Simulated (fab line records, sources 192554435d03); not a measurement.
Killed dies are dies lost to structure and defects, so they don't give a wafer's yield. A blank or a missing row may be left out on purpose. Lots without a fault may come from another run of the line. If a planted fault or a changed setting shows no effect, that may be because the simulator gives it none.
Matching of chambers -- flow n5_finfet -- N5_BEOL_M1_ETCH_70 on rie_diel-04 has 4 sister chambers
The step etches SOC in N2/H2, target depth 80 nm, overetch 16 nm, time 120 s. 4 wafers are shown with their chamber, then 10 later ones without.

EACH WAFER AND ITS CHAMBER
wafer,chamber,drypump_motor_current_A (A)
L090.6,3,6.21
L091.5,2,5.62
L093.1,1,6.03
L093.3,0,5.56

WAFERS MISSING THEIR CHAMBER
wafer,drypump_motor_current_A (A)
L093.4,6.21
L095.1,6.01
L095.2,5.64
L095.3,6.21
L096.1,5.63
L096.4,6.03
L096.5,5.64
L097.2,5.61
L097.4,6.21
L097.5,6.00

WHICH CHAMBER EACH ONE RAN IN
wafer,from the rows above,in truth
L093.4,3,3
L095.1,1,1
L095.2,2,2
L095.3,3,3
L096.1,2,2
L096.4,1,1
L096.5,2,2
L097.2,2,2
L097.4,3,3
L097.5,1,1
Correct placement for 10 of the 10. From these rows, 0 cannot be placed. Number placed wrongly: 0.
How it was worked out, from the rows above alone: a wafer's distance from a chamber is the root of the sum, over the readings, of the square of ((its reading less the chamber's mean) divided by the reading's scatter). The wafer belongs to the nearest chamber; if the next one is less than 2 further off, it can't be placed. Each chamber's mean is taken over the wafers shown for it. The scatter: with one shown wafer a chamber, the root of the mean of the squares of how far each hidden wafer lies from its nearest shown one.
